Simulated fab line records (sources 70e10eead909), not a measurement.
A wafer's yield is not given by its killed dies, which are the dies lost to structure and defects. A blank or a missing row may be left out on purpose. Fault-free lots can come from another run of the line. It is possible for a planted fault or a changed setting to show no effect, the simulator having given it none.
2 desks, one fault ; flow nand harc ; each desk holds nothing but its own numbers, with what lay behind them at the end

## FOR THE TOOL OWNER'S DESK: litho track-06
The tool's own readings at NHARC_P_M1_PEB_07 (peb time 65 s): means of the sampled wafers that have a number, for each lot that ran on this tool. Any lot whose mean is over 4 standard deviations away from the usual mean is out of limits and marked OUT; that distance is given in the brackets.
Columns: A = heater power total W at NHARC_P_M1_PEB_07, usual 156.6 W
lot;first seen here;A
L406;day 5 20:19;156.2
L417;day 9 09:58;182.2 (+59) OUT
L416;day 9 10:14;182.1 (+59) OUT
This desk's verdict: out of limits on L416, L417, starting with L417 at day 9 09:58 (heater power total W at NHARC_P_M1_PEB_07). L406 stayed within limits.

## THE METROLOGY DESK
What the gauges read, lot by lot, whatever tool the lot ran on: means of the sampled wafers that have a number. Any lot whose mean is over 4 standard deviations away from the usual mean is out of limits and marked OUT; that distance is given in the brackets.
Columns: A = cd nm at NHARC_P_M0_CD_MEAS_16, usual 89.5 nm; B = cd nm at NHARC_P_M1_CD_MEAS_09, usual 129.8 nm
lot;first seen here;A;B
L405;day 5 15:23;88.6;129.6
L406;day 5 16:42;89.9;129.5
L407;day 6 14:19;87.2;129.8
L408;day 6 14:50;89.3;130.4
L411;day 7 11:04;89.2;129.5
L417;day 9 06:29;89.8;119.4 (-15) OUT
L416;day 9 06:40;90.6;119.0 (-16) OUT
L422;day 10 00:59;90.2;130.3
L423;day 10 07:02;89.5;130.2
L424;day 10 14:43;90.5;129.8
L425;day 11 00:10;88.2;129.0
L427;day 11 00:52;89.8;129.9
This desk's verdict: out of limits on L416, L417, starting with L417 at day 9 10:03 (cd nm at NHARC_P_M1_CD_MEAS_09). L405, L406, L407, L408, L411, L422, L423, L424, L425, L427 stayed within limits.

## PUT TOGETHER
The tool owner's desk had the chance to raise an alarm at day 9 09:58 on L416, L417.
The metrology desk could have raised an alarm at day 9 10:03, on L416, L417.
Of the lots named, all ran NHARC_P_M1_PEB_07 on litho track-06.

## WHAT THE SIMULATOR HAD PUT IN
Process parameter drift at NHARC_P_M1_PEB_07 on litho track-06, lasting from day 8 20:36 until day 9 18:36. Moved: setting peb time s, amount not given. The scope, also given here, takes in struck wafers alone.
Shown lots that were struck: L416, L417.
Fault start to first reading out of limits, in hours, per desk: tool owner, 13; metrology, 13.
